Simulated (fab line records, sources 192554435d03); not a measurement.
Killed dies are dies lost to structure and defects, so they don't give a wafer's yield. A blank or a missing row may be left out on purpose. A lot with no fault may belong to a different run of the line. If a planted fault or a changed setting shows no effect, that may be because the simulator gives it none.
Struck lot and sound lot, side by side :: flow n5Finfet :: 38 out of 1938 route steps
Sound: the wafers L359.1, L359.4, L359.6. Struck: wafers L374.3, L374.5 (left out: L374.1, a lot-mate that was not struck); the cause follows at the end.
For every step that has rows: the tool of each side, followed by ch and its chambers, followed by its first start. Under that, the readings that differ: sound wafers :: struck wafers :: difference of the means :: sigmas: that difference in standard deviations of wafers without a fault.
alike: readings whose means differ by less than 2 such deviations, and words and numbers that are the same on both sides. not compared: withheld readings, readings that some wafer has no value for, bounds like >300 that may hide the same value, and numbers for which the record gives no deviation and whose values overlap.
A row with sigmas, a row that says differs or no value, or rows on one side alone: a step with any of these is where the two part. Numbers that don't overlap but have no deviation are shown without sigmas and don't part them. A reading missing from all wafers of one side parts the sides only when that side holds two or more wafers.

first, 11 steps without rows for these wafers: N5_FIN_SAQP_DESCUM_21 (chemistry O2, time 7.9 s); N5_FIN_SAQP_ETCH_51 (etches SiARC in CF4, target depth 45.5 nm, time 75.8 s); N5_FIN_SAQP_ETCH_52 (etches SOC in N2/H2, target depth 100 nm, overetch 20 nm, time 150 s); N5_FIN_SAQP_STRIP_53 (strips in N2/H2); N5_FIN_SAQP_HM_OPEN_73 (chemistry CHF3/O2, target SiO2, stops on a-Si, target depth 12 nm, time 16.8 s); N5_FIN_SAQP_STRIP_74 (strips in CHF3/O2); N5_FIN_SAQP_MANDREL_ETCH_22 (etches a-Si in HBr/Cl2, stops on SiNx, target depth 60 nm, bt time 10 s, time 30 s); N5_FIN_SAQP_STRIP_55 (strips in N2/H2); N5_FIN_SAQP_STRIP_23 (strips in SPM, time 750 s); N5_FIN_SAQP_SRD_66 (time 30 s); N5_FIN_SAQP_RECESS_75 (chemistry HF/NH3, target SiO2, target depth 14.4 nm, afs cycles 3, sublimation time 60 s).
N5_FIN_SAQP_SPACER1_ALD_24: deposits SiO2, target thk 20.3 nm, pulse time 1 s, purge time 2 s.
  sound on aldSin-01 ch 0,2,3, day 2 10:40; struck on aldSin-03 ch 2, day 6 05:44
  alike: heaterPowerOuterW, heaterPowerW, precursorPulseHeightRel
then, 22 steps without rows for these wafers: N5_FIN_SAQP_SPACER1_ETCHBACK_25 (etches SiO2 in CHF3/O2, target depth 24.4 nm, time 12.2 s); N5_FIN_SAQP_MANDREL1_REMOVE_56 (chemistry HBr/Cl2/O2, target a-Si, stops on SiNx, bt time 10 s); N5_FIN_SAQP_ETCH_57 (etches SiNx in CH3F/O2, target depth 32.5 nm, time 46.4 s); N5_FIN_SAQP_ETCH_65 (etches SiO2 in CF4, target depth 4 nm, time 4.4 s); N5_FIN_SAQP_MANDREL_ETCH_58 (etches a-Si in HBr/Cl2, stops on SiNx, target depth 45 nm, bt time 10 s, time 27 s); N5_FIN_SAQP_RECESS_63 (chemistry HF/NH3, target SiO2, target depth 18 nm, afs cycles 3, sublimation time 60 s); N5_FIN_SAQP_COAT_68 (time 60 s, resist thk 100 nm); N5_FIN_SAQP_ETCH_69 (etches SOC in N2/H2, stops on SiNx, target depth 150 nm); N5_FIN_SAQP_ETCH_67 (etches SiNx in CH3F/O2, target depth 30 nm); N5_FIN_SAQP_STRIP_70 (strips in N2/H2); N5_FIN_SAQP_RECESS_71 (chemistry HF/NH3, target SiO2, target depth 3 nm, afs cycles 1, sublimation time 60 s); N5_FIN_SAQP_SPACER2_ALD_28 (deposits SiO2, target thk 8.1 nm, pulse time 1 s, purge time 2 s); N5_FIN_SAQP_SPACER2_ETCHBACK_29 (etches SiO2 in CHF3/O2, target depth 12.2 nm, time 6.1 s); N5_FIN_SAQP_MANDREL2_REMOVE_60 (chemistry HBr/Cl2/O2, target a-Si, stops on SiNx, bt time 10 s); N5_FIN_SAQP_HM_OPEN_33 (chemistry CH3F/O2, target SiNx, target depth 49.4 nm, time 70.6 s); N5_FIN_SAQP_ETCH_34 (etches SiO2 in C4F6/O2, target depth 45 nm, time 15 s); N5_FIN_SAQP_STRIP_77 (strips in N2/H2, time 90 s); N5_FIN_SAQP_ETCH_64 (etches SiO2 in CF4, target depth 1.5 nm); N5_FIN_SAQP_FIN_ETCH_36 (etches the open film in HBr/Cl2/O2, target depth 120 nm, time 50.4 s); N5_FIN_SAQP_PRECLEAN_38 (cleans in O3/DIW, time 45 s); N5_FIN_SAQP_PRECLEAN_45 (cleans in dHF, time 10 s); N5_FIN_SAQP_SRD_39 (time 30 s).
N5_FIN_SAQP_INSPECT_40: inspects for defects (brightfield).
  sound on defectInspect-02, day 2 13:47; struck on defectInspect-02, day 6 09:17
reading: rawDefectCount
sound: 167 211 232
struck: 549 615
difference: +379
sigmas: +5
then, 1 step without rows for these wafers: N5_FIN_CUT_COAT_18 (time 60 s, resist thk 230 nm).
N5_FIN_CUT_INSPECT_10: inspects for defects (brightfield).
  sound on defectInspect-02, day 2 14:18; struck on defectInspect-02, day 6 09:40
reading: rawDefectCount
sound: 36 41 35
struck: 304 318
difference: +274
sigmas: +21
-- record jumps: 14 days separate the struck wafers' starts on either side; left off in module FIN_CUT, taken up again in module PASSIVATION, whose first shown step is the route's number 1936 --
N5_PASSIVATION_PROBE_49:
  rows exist in the record for the struck wafers here (prober-02, day 20 04:29), but not for the sound ones

== WHERE THEY PART ==
At N5_FIN_SAQP_INSPECT_40 first; at N5_PASSIVATION_PROBE_49 last (within this record only).

WHY: what had been put in by the simulator
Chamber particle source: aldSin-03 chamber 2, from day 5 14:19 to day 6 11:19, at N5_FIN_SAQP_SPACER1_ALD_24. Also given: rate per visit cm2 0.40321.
